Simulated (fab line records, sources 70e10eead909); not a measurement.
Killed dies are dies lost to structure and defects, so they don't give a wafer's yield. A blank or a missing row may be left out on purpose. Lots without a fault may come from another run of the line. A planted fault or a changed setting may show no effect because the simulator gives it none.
Chamber matching | flow nand_harc | NHARC_P_M0_DEP_32 on pecvd-03: 3 sister chambers
The step deposits SiCN, target thk 30 nm. 3 wafers are shown with their chamber, then 9 later ones without.

WAFERS WITH THEIR CHAMBER
wafer  | chamber | heater_power_w (W)
L083.5 | 0       | 566
L088.2 | 2       | 536
L088.4 | 1       | 566

WAFERS WITHOUT THEIR CHAMBER
wafer  | heater_power_w (W)
L085.3 | 647
L085.4 | 637
L085.5 | 525
L090.2 | 651
L090.4 | 658
L090.6 | 525
L094.2 | 502
L094.4 | 598
L094.6 | 611

WHICH CHAMBER EACH WENT THROUGH
wafer  | from the rows above          | in truth
L085.3 | can't be placed: 0 or 1 or 2 | 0
L085.4 | can't be placed: 0 or 1 or 2 | 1
L085.5 | can't be placed: 2 or 0 or 1 | 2
L090.2 | can't be placed: 0 or 1 or 2 | 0
L090.4 | can't be placed: 0 or 1 or 2 | 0
L090.6 | can't be placed: 2 or 0 or 1 | 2
L094.2 | can't be placed: 2 or 0 or 1 | 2
L094.4 | can't be placed: 0 or 1 or 2 | 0
L094.6 | can't be placed: 0 or 1 or 2 | 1
Placed correctly: 0 of 9. Can't be placed from these rows: 9 (the true chamber is among the candidates in 9). Placed wrongly: 0.
How it was worked out, from the rows above alone: a wafer's distance from a chamber is the root of the sum, over the readings, of the square of ((its reading less the chamber's mean) divided by the reading's scatter). The wafer belongs to the nearest chamber; if the next one is less than 2 further off, it can't be placed. A chamber's mean is the mean of its shown wafers. The scatter: with one shown wafer a chamber, the root of the mean of the squares of how far each hidden wafer lies from its nearest shown one.
